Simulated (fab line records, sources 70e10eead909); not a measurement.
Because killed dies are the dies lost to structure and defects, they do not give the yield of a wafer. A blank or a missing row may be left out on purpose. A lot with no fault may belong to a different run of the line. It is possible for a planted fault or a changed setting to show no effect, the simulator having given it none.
fab line records | flow nand-harc
record lots=6 | wafers=18 | last-day=32
route steps=1302 shown A_DECK1_JOINT@535 A_ONON_D2@545 END@1302
lots that met no fault: from a run of the same line without faults
start-h: hours from the record's opening day to when the first of the lot's shown wafers began | wait-h: how many hours have passed since the lot's step before this one | " as in the row above | L1.1+2: a row that stands for several wafers | - no value present, or no start provided | * or withheld: withheld | < > ~ a bound
route shown NAME@n: names a module that has steps shown in the file, with the first one's number in the route | usual: mean/standard deviation taken from wafers without a fault | same: alike in all rows | chamber/n: place in a boat | sites: the reading at each site | _std_site: the standard deviation of these | _edge_site: the outer-site mean with the inner-site mean subtracted | radius-mm: how far each site lies from the wafer's centre | mask NAME#n: copy n | behind: the last tool/chamber to shape the wafer | hold: why the lot was held/for how many hours/how that ended | device: transistor that didn't switch, given as n, p or np | end of line: the same wafers' tests at the end of the route | step lacking rows: just its recipe | killed: the dies lost at the first sort to structure and to defects; this is not the yield of the wafer | map: a wafer's dies, marking killed ones x, the rest . and places with no die _
set.NAME: the setting the step ran with; set.NAME@STEP: the setting that earlier step ran with | model.NAME: the simulator's own value behind a step, which no gauge read
a table for each step, a row for each wafer; lots at some steps of the route
services: a tool's chamber out of use, with start hour (start-h, from the record's first day; less than 0 if before it), hours out, and reason
## steps
# step NHARC_A_DECK1_JOINT_CURE_26
# recipe temp-c=150 | time-s=32 | pressure-atm=0.395
# step NHARC_A_DECK1_JOINT_ANNEAL_27
# recipe temp-c=400 | time-s=3600 | idle-temp-c=300 | ramp-up-c-per-min=10 | densification-p-h2o-torr=640
# step NHARC_A_DECK1_JOINT_ANNEAL_28
# recipe temp-c=500 | time-s=1800 | idle-temp-c=400 | ramp-up-c-per-min=10 | densification-p-h2o-torr=640
# step NHARC_A_DECK1_JOINT_ANNEAL_29
# recipe temp-c=750 | time-s=1800 | idle-temp-c=500 | ramp-up-c-per-min=10 | ramp-down-c-per-min=3
# step NHARC_A_DECK1_JOINT_CMP_02
# recipe material=SiOx
# usual motor-current-A=11.8/0.99
lot.wafer | tool   | chamber | start-h | wait-h | motor-current-A
L834.4    | cmp-04 | 0       | 290.97  | 0.4    | 10.3
L834.1    | "      | 2       | "       | "      | 11.6
L834.5    | "      | 0       | "       | "      | 10.9
L837.2    | cmp-04 | 0       | 320.49  | 0.4    | 10.8
L837.4    | "      | 3       | "       | "      | 12.2
L837.6    | "      | 1       | "       | "      | 12.3
L841.3    | cmp-02 | 1       | 356.30  | 0.4    | 12.3
L841.1    | "      | 3       | "       | "      | 10.7
L841.6    | "      | 2       | "       | "      | 11.0
L843.1    | cmp-02 | 0       | 379.89  | 0.4    | 13.7
L843.5    | "      | 1       | "       | "      | 11.2
L843.6    | "      | 2       | "       | "      | 10.8
L851.4    | cmp-02 | 2       | 456.96  | 0.4    | 10.2
L851.1    | "      | 3       | "       | "      | 11.0
L851.6    | "      | 0       | "       | "      | 13.1
L853.2    | cmp-04 | 0       | 475.13  | 0.4    | 10.9
L853.3    | "      | 3       | "       | "      | 12.2
L853.6    | "      | 0       | "       | "      | 11.4
# step NHARC_A_DECK1_JOINT_SRD_15
# step NHARC_A_DECK1_JOINT_DEP_16
# recipe target-thk-a=450 | temp-c=400 | pressure-torr=6.5 | rf-w=900 | teos-flow-sccm=161.4 | flow-sccm=2650 | target-thk-nm=45 | gas=O2 | material=SiO2
# usual heater-power-w=562/110 | mfc-precursor-sccm=161.4/0.45 | susceptor-temp-C=400.07/0.25 | throttle-valve-pct=16.0/0.66
lot.wafer | tool     | chamber | start-h | wait-h | heater-power-w | mfc-precursor-sccm | susceptor-temp-C | throttle-valve-pct
L834.1    | pecvd-04 | 1       | 291.34  | 0.1    | 528            | 161.8              | 400.29           | 16.4
L834.4    | "        | 1       | "       | "      | 533            | 161.9              | 399.67           | 16.3
L834.5    | "        | 2       | "       | "      | 664            | 161.8              | 400.16           | 16.6
L837.2    | pecvd-04 | 1       | 320.94  | 0.1    | 601            | 161.3              | 400.03           | 16.8
L837.6    | "        | 0       | "       | "      | 427            | 161.6              | 400.11           | 16.4
L837.4    | "        | 1       | "       | "      | 633            | 160.9              | 400.34           | 16.7
L841.1    | pecvd-01 | 0       | 356.74  | 0.1    | 480            | 161.2              | 400.15           | 14.8
L841.3    | "        | 0       | "       | "      | 484            | 161.6              | 400.20           | 14.6
L841.6    | "        | 0       | "       | "      | 481            | 161.3              | 400.29           | 14.7
L843.1    | pecvd-04 | 2       | 380.26  | 0.1    | 640            | 161.4              | 399.67           | 17.0
L843.6    | "        | 0       | "       | "      | 479            | 160.9              | 399.91           | 16.2
L843.5    | "        | 1       | "       | "      | 622            | 160.5              | 400.20           | 16.5
L851.1    | pecvd-01 | 2       | 457.33  | 0.1    | 569            | 162.3              | 400.13           | 16.3
L851.4    | "        | 1       | "       | "      | 451            | 160.9              | 400.20           | 16.4
L851.6    | "        | 2       | "       | "      | 570            | 161.6              | 400.43           | 16.5
L853.2    | pecvd-03 | 0       | 475.53  | 0.1    | 595            | 161.7              | 400.34           | 16.0
L853.3    | "        | 2       | "       | "      | 812            | 160.3              | 399.95           | 16.2
L853.6    | "        | 0       | "       | "      | 599            | 161.4              | 399.96           | 15.8
# step NHARC_A_DECK1_JOINT_THK_MEAS_17
# recipe thk-meas-gauge=ellipsometry
# usual thk-nm=45.0/1.1
lot.wafer | tool          | chamber | start-h | wait-h | thk-nm
L834.1    | film-metro-01 | -       | 291.62  | 0.3    | 45.0
L834.4    | "             | -       | "       | "      | 46.0
L834.5    | "             | -       | "       | "      | 45.1
L837.2    | film-metro-02 | -       | 321.16  | 0.2    | 45.5
L837.4    | "             | -       | "       | "      | 45.5
L837.6    | "             | -       | "       | "      | 45.4
L841.1    | film-metro-01 | -       | 357.06  | 0.3    | 44.9
L841.3    | "             | -       | "       | "      | 45.1
L841.6    | "             | -       | "       | "      | 45.6
L843.1    | film-metro-01 | -       | 380.48  | 0.2    | 44.2
L843.5    | "             | -       | "       | "      | 45.8
L843.6    | "             | -       | "       | "      | 46.1
L851.1    | film-metro-01 | -       | 457.58  | 0.2    | 45.6
L851.4    | "             | -       | "       | "      | 43.9
L851.6    | "             | -       | "       | "      | 45.3
L853.2    | film-metro-02 | -       | 475.84  | 0.3    | 45.2
L853.3    | "             | -       | "       | "      | 44.4
L853.6    | "             | -       | "       | "      | 45.4
# step NHARC_A_DECK1_JOINT_INSPECT_05
# usual raw-defect-count=319/150
lot.wafer | tool              | chamber | start-h | wait-h | raw-defect-count
L834.1    | defect-inspect-01 | -       | 291.65  | 0.0    | 483
L834.4    | "                 | -       | "       | "      | 529
L834.5    | "                 | -       | "       | "      | 414
L837.2    | defect-inspect-02 | -       | 321.19  | 0.0    | 289
L837.4    | "                 | -       | "       | "      | 251
L837.6    | "                 | -       | "       | "      | 370
L841.1    | defect-inspect-01 | -       | 357.10  | 0.0    | 276
L841.3    | "                 | -       | "       | "      | 197
L841.6    | "                 | -       | "       | "      | 200
L843.1    | defect-inspect-02 | -       | 380.52  | 0.0    | 352
L843.5    | "                 | -       | "       | "      | 233
L843.6    | "                 | -       | "       | "      | 249
L851.1    | defect-inspect-02 | -       | 457.62  | 0.0    | 341
L851.4    | "                 | -       | "       | "      | 278
L851.6    | "                 | -       | "       | "      | 313
L853.2    | defect-inspect-02 | -       | 475.87  | 0.0    | 195
L853.3    | "                 | -       | "       | "      | 233
L853.6    | "                 | -       | "       | "      | 171
# step NHARC_A_ONON_D2_DEP_00
# recipe target-thk-a=10000 | n2-flow-sccm=2750 | n2o-flow-sccm=2000 | nh3-flow-sccm=500 | sih4-flow-sccm=210 | temp-c=400
# step NHARC_A_ONON_D2_THK_MEAS_02
# recipe thk-meas-gauge=ellipsometry
# usual thk-nm=1001/12
lot.wafer | tool          | chamber | start-h | wait-h | thk-nm
L834.1    | film-metro-02 | -       | 292.23  | -      | 986
L834.4    | "             | -       | "       | "      | 986
L834.5    | "             | -       | "       | "      | 985
L837.2    | film-metro-01 | -       | 321.77  | -      | 1005
L837.4    | "             | -       | "       | "      | 1004
L837.6    | "             | -       | "       | "      | 1005
L841.1    | film-metro-01 | -       | 357.68  | -      | 988
L841.3    | "             | -       | "       | "      | 989
L841.6    | "             | -       | "       | "      | 990
L843.1    | film-metro-01 | -       | 381.09  | -      | 993
L843.5    | "             | -       | "       | "      | 990
L843.6    | "             | -       | "       | "      | 993
L851.1    | film-metro-02 | -       | 458.20  | -      | 1005
L851.4    | "             | -       | "       | "      | 1005
L851.6    | "             | -       | "       | "      | 1007
L853.2    | film-metro-01 | -       | 476.45  | -      | 996
L853.3    | "             | -       | "       | "      | 997
L853.6    | "             | -       | "       | "      | 997
# step NHARC_A_ONON_D2_DEP_03
# recipe target-thk-a=10000 | n2-flow-sccm=2750 | n2o-flow-sccm=2000 | nh3-flow-sccm=500 | sih4-flow-sccm=210 | temp-c=400
# usual susceptor-temp-C=400.01/0.27
lot.wafer | tool          | chamber | start-h | wait-h | susceptor-temp-C
L834.1    | pecvd-onon-04 | 0       | 292.28  | 0.1    | 399.87
L834.4    | "             | 0       | "       | "      | 399.92
L834.5    | "             | 0       | "       | "      | 399.87
L837.2    | pecvd-onon-02 | 0       | 321.88  | 0.1    | 399.75
L837.4    | "             | 0       | "       | "      | 399.83
L837.6    | "             | 0       | "       | "      | 399.90
L841.1    | pecvd-onon-04 | 0       | 357.73  | 0.1    | 399.43
L841.3    | "             | 0       | "       | "      | 399.67
L841.6    | "             | 0       | "       | "      | 399.83
L843.1    | pecvd-onon-01 | 0       | 381.15  | 0.1    | 399.95
L843.5    | "             | 0       | "       | "      | 399.79
L843.6    | "             | 0       | "       | "      | 399.72
L851.1    | pecvd-onon-04 | 0       | 458.25  | 0.1    | 399.91
L851.4    | "             | 0       | "       | "      | 400.09
L851.6    | "             | 0       | "       | "      | 399.92
L853.2    | pecvd-onon-04 | 0       | 476.57  | 0.1    | 400.25
L853.3    | "             | 0       | "       | "      | 399.72
L853.6    | "             | 0       | "       | "      | 399.73
# step NHARC_A_ONON_D2_THK_MEAS_05
# recipe thk-meas-gauge=ellipsometry
# usual thk-nm=1000/10
lot.wafer | tool          | chamber | start-h | wait-h | thk-nm
L834.1    | film-metro-01 | -       | 292.79  | -      | 1000
L834.4    | "             | -       | "       | "      | 1000
L834.5    | "             | -       | "       | "      | 1002
L837.2    | film-metro-01 | -       | 322.33  | -      | 992
L837.4    | "             | -       | "       | "      | 992
L837.6    | "             | -       | "       | "      | 992
L841.1    | film-metro-01 | -       | 358.24  | -      | 998
L841.3    | "             | -       | "       | "      | 997
L841.6    | "             | -       | "       | "      | 997
L843.1    | film-metro-01 | -       | 381.66  | -      | 1004
L843.5    | "             | -       | "       | "      | 1003
L843.6    | "             | -       | "       | "      | 1002
L851.1    | film-metro-02 | -       | 458.76  | -      | 593
L851.4    | "             | -       | "       | "      | 595
L851.6    | "             | -       | "       | "      | 596
L853.2    | film-metro-02 | -       | 477.03  | -      | 567
L853.3    | "             | -       | "       | "      | 565
L853.6    | "             | -       | "       | "      | 565
# step NHARC_A_ONON_D2_DEP_06
# recipe target-thk-a=10000 | n2-flow-sccm=2750 | n2o-flow-sccm=2000 | nh3-flow-sccm=500 | sih4-flow-sccm=210 | temp-c=400
# step NHARC_END_SORT_01
# recipe temp-c=25
# usual killed-at-array=58/15 | killed-at-other=0.8/1.2 | killed-at-periphery=3.5/2.5 | killed-dies=62/15 | killed-open=3.2/1.7 | killed-short=2.4/1.5
# same gross-dies=677
lot.wafer | tool      | chamber | start-h | wait-h | killed-at-array | killed-at-other | killed-at-periphery | killed-dies | killed-open | killed-short
L851.1    | prober-02 | 0       | 733.34  | 2.5    | 670             | 1               | 6                   | 677         | 4           | 3
L851.4    | prober-02 | 0       | 735.68  | 3.3    | 674             | 0               | 3                   | 677         | 4           | 3
L851.6    | prober-02 | 0       | 737.24  | 3.9    | 676             | 0               | 1                   | 677         | 3           | 3
L853.2    | prober-02 | 0       | 773.36  | 2.8    | 677             | 0               | 0                   | 677         | 1           | 1
L853.3    | prober-02 | 0       | 774.16  | 3.1    | 675             | 0               | 2                   | 677         | 3           | 2
L853.6    | prober-02 | 0       | 776.58  | 4.0    | 677             | 0               | 0                   | 677         | 1           | 0
# killed by level:class
L851.1 A_ONON_D2:area-dep=608 A_SLIT:chamber-film-flake=21 A_CHANNEL_HOLE_D2:chamber-film-flake=15 A_CHANNEL_HOLE_D1:chamber-film-flake=11 A_CHANNEL_FILL_D2:chamber-film-flake=5 A_STAIRCASE:chamber-film-flake=3 A_CONTACT:chamber-film-flake=3 A_WL_FILL:geometric-particle:short=2
L851.4 A_ONON_D2:area-dep=603 A_SLIT:chamber-film-flake=31 A_CHANNEL_HOLE_D2:chamber-film-flake=15 A_CHANNEL_HOLE_D1:chamber-film-flake=9 A_CONTACT:chamber-film-flake=6 A_CHANNEL_FILL_D2:chamber-film-flake=3 A_ONON_D2:geometric-particle:short=2 P_CONTACT:geometric-particle:open=1
L851.6 A_ONON_D2:area-dep=596 A_SLIT:chamber-film-flake=27 A_CHANNEL_HOLE_D2:chamber-film-flake=21 A_CONTACT:chamber-film-flake=10 A_CHANNEL_HOLE_D1:chamber-film-flake=8 A_STAIRCASE:chamber-film-flake=4 A_ZERO_WELL:chamber-film-flake=2 A_ONON_D1:geometric-particle:open=1
L853.2 A_ONON_D2:area-dep=624 A_SLIT:chamber-film-flake=26 A_CHANNEL_HOLE_D1:chamber-film-flake=9 A_CHANNEL_HOLE_D2:chamber-film-flake=7 A_CHANNEL_FILL_D1:chamber-film-flake=4 A_CONTACT:chamber-film-flake=3 A_CHANNEL_HOLE_D2:geometric-particle:short=1 A_M0:geometric-particle:open=1
L853.3 A_ONON_D2:area-dep=607 A_SLIT:chamber-film-flake=38 A_CHANNEL_HOLE_D1:chamber-film-flake=15 A_CHANNEL_HOLE_D2:chamber-film-flake=4 A_CHANNEL_FILL_D1:chamber-film-flake=3 A_WL_FILL:geometric-particle:open=2 P_ZERO_WELL:chamber-film-flake=2 A_CONTACT:chamber-film-flake=2
L853.6 A_ONON_D2:area-dep=604 A_SLIT:chamber-film-flake=43 A_CHANNEL_HOLE_D1:chamber-film-flake=14 A_CHANNEL_HOLE_D2:chamber-film-flake=6 A_CHANNEL_FILL_D1:chamber-film-flake=2 A_CHANNEL_FILL_D2:chamber-film-flake=2 A_WL_FILL:chamber-film-flake=2 A_CONTACT:chamber-film-flake=2
# map L851.1 (x killed, . not)
____________x____________
_________xxxxxxx_________
_______xxxxxxxxxxx_______
______xxxxxxxxxxxxx______
_____xxxxxxxxxxxxxxx_____
____xxxxxxxxxxxxxxxxx____
____xxxxxxxxxxxxxxxxx____
___xxxxxxxxxxxxxxxxxxx___
___xxxxxxxxxxxxxxxxxxx___
__xxxxxxxxxxxxxxxxxxxxx__
__xxxxxxxxxxxxxxxxxxxxx__
_xxxxxxxxxxxxxxxxxxxxxxx_
_xxxxxxxxxxxxxxxxxxxxxxx_
_xxxxxxxxxxxxxxxxxxxxxxx_
_xxxxxxxxxxxxxxxxxxxxxxx_
_xxxxxxxxxxxxxxxxxxxxxxx_
xxxxxxxxxxxxxxxxxxxxxxxxx
xxxxxxxxxxxxxxxxxxxxxxxxx
xxxxxxxxxxxxxxxxxxxxxxxxx
xxxxxxxxxxxxxxxxxxxxxxxxx
xxxxxxxxxxxxxxxxxxxxxxxxx
_xxxxxxxxxxxxxxxxxxxxxxx_
_xxxxxxxxxxxxxxxxxxxxxxx_
_xxxxxxxxxxxxxxxxxxxxxxx_
_xxxxxxxxxxxxxxxxxxxxxxx_
_xxxxxxxxxxxxxxxxxxxxxxx_
__xxxxxxxxxxxxxxxxxxxxx__
__xxxxxxxxxxxxxxxxxxxxx__
___xxxxxxxxxxxxxxxxxxx___
___xxxxxxxxxxxxxxxxxxx___
____xxxxxxxxxxxxxxxxx____
____xxxxxxxxxxxxxxxxx____
_____xxxxxxxxxxxxxxx_____
______xxxxxxxxxxxxx______
_______xxxxxxxxxxx_______
_________xxxxxxx_________
____________x____________
# map L853.2 (x killed, . not)
____________x____________
_________xxxxxxx_________
_______xxxxxxxxxxx_______
______xxxxxxxxxxxxx______
_____xxxxxxxxxxxxxxx_____
____xxxxxxxxxxxxxxxxx____
____xxxxxxxxxxxxxxxxx____
___xxxxxxxxxxxxxxxxxxx___
___xxxxxxxxxxxxxxxxxxx___
__xxxxxxxxxxxxxxxxxxxxx__
__xxxxxxxxxxxxxxxxxxxxx__
_xxxxxxxxxxxxxxxxxxxxxxx_
_xxxxxxxxxxxxxxxxxxxxxxx_
_xxxxxxxxxxxxxxxxxxxxxxx_
_xxxxxxxxxxxxxxxxxxxxxxx_
_xxxxxxxxxxxxxxxxxxxxxxx_
xxxxxxxxxxxxxxxxxxxxxxxxx
xxxxxxxxxxxxxxxxxxxxxxxxx
xxxxxxxxxxxxxxxxxxxxxxxxx
xxxxxxxxxxxxxxxxxxxxxxxxx
xxxxxxxxxxxxxxxxxxxxxxxxx
_xxxxxxxxxxxxxxxxxxxxxxx_
_xxxxxxxxxxxxxxxxxxxxxxx_
_xxxxxxxxxxxxxxxxxxxxxxx_
_xxxxxxxxxxxxxxxxxxxxxxx_
_xxxxxxxxxxxxxxxxxxxxxxx_
__xxxxxxxxxxxxxxxxxxxxx__
__xxxxxxxxxxxxxxxxxxxxx__
___xxxxxxxxxxxxxxxxxxx___
___xxxxxxxxxxxxxxxxxxx___
____xxxxxxxxxxxxxxxxx____
____xxxxxxxxxxxxxxxxx____
_____xxxxxxxxxxxxxxx_____
______xxxxxxxxxxxxx______
_______xxxxxxxxxxx_______
_________xxxxxxx_________
____________x____________
## services
tool          | chamber | start-h | hours | kind
pecvd-04      | -       | 269.00  | 13.0  | pm
pecvd-04      | 0       | 269.00  | 13.0  | vent-cycle
pecvd-04      | 1       | 269.00  | 13.0  | vent-cycle
pecvd-onon-01 | -       | 269.37  | 13.0  | pm
cmp-02        | -       | 275.55  | 2.2   | repair
pecvd-04      | 0       | 299.45  | 1.9   | repair
cmp-04        | -       | 302.78  | 13.3  | repair
cmp-02        | -       | 310.13  | 2.6   | repair
pecvd-01      | -       | 311.23  | 13.0  | pm
pecvd-onon-04 | -       | 311.33  | 13.0  | pm
cmp-04        | -       | 316.11  | 4.0   | pm
cmp-02        | -       | 343.89  | 4.0   | pm
pecvd-01      | 1       | 352.31  | 12.5  | repair
cmp-04        | -       | 363.76  | 0.6   | repair
pecvd-onon-02 | -       | 366.00  | 13.0  | pm
pecvd-03      | -       | 366.24  | 13.0  | pm
cmp-02        | -       | 398.22  | 1.2   | repair
cmp-04        | -       | 414.11  | 4.0   | pm
cmp-04        | -       | 420.61  | 3.7   | repair
cmp-02        | -       | 441.89  | 4.0   | pm
pecvd-01      | 2       | 445.26  | 8.7   | repair
pecvd-04      | -       | 450.00  | 13.0  | pm
pecvd-onon-01 | -       | 450.37  | 13.0  | pm
cmp-02        | -       | 458.00  | 5.0   | repair
## key
first-sign step=NHARC_A_ONON_D2_THK_MEAS_05 | reading=thk-nm | direction=down | sigmas=41 | usual=1000 | struck=580
effect step=NHARC_END_SORT_01 | reading=killed-dies | direction=up | sigmas=42 | usual=62 | struck=677
more-kills-born-at NHARC_A_ONON_D2_DEP_03@pecvd-onon-04=3642
met-at NHARC_A_ONON_D2_DEP_03
struck-wafers L851.1,L851.4,L851.6,L853.2,L853.3,L853.6
later-rows-left-out L851.1,L851.4,L851.6,L853.2,L853.3,L853.6
tester-left-out L851,L853
onset-between 357.73 458.25
also-fits time
fault kind=process-parameter-drift | tool=pecvd-onon-04 | chamber=0 | onset-h=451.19 | steps=NHARC_A_ONON_D2_DEP_03 | channel=target-thk-a | offset=* | shape=step | end-h=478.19 | acts-in=* | stated=*
# tester-left-out: of these lots the tester's yield and bins aren't shown, on N5 and GAA mostly nor the transistor test; their killed dies are dies lost to structure and defects alone, not to doping, threshold or leakage, so they don't give the yield
# later-rows-left-out: the simulator's readings of these wafers behind a module that went badly wrong aren't trusted and aren't shown, but for the sort
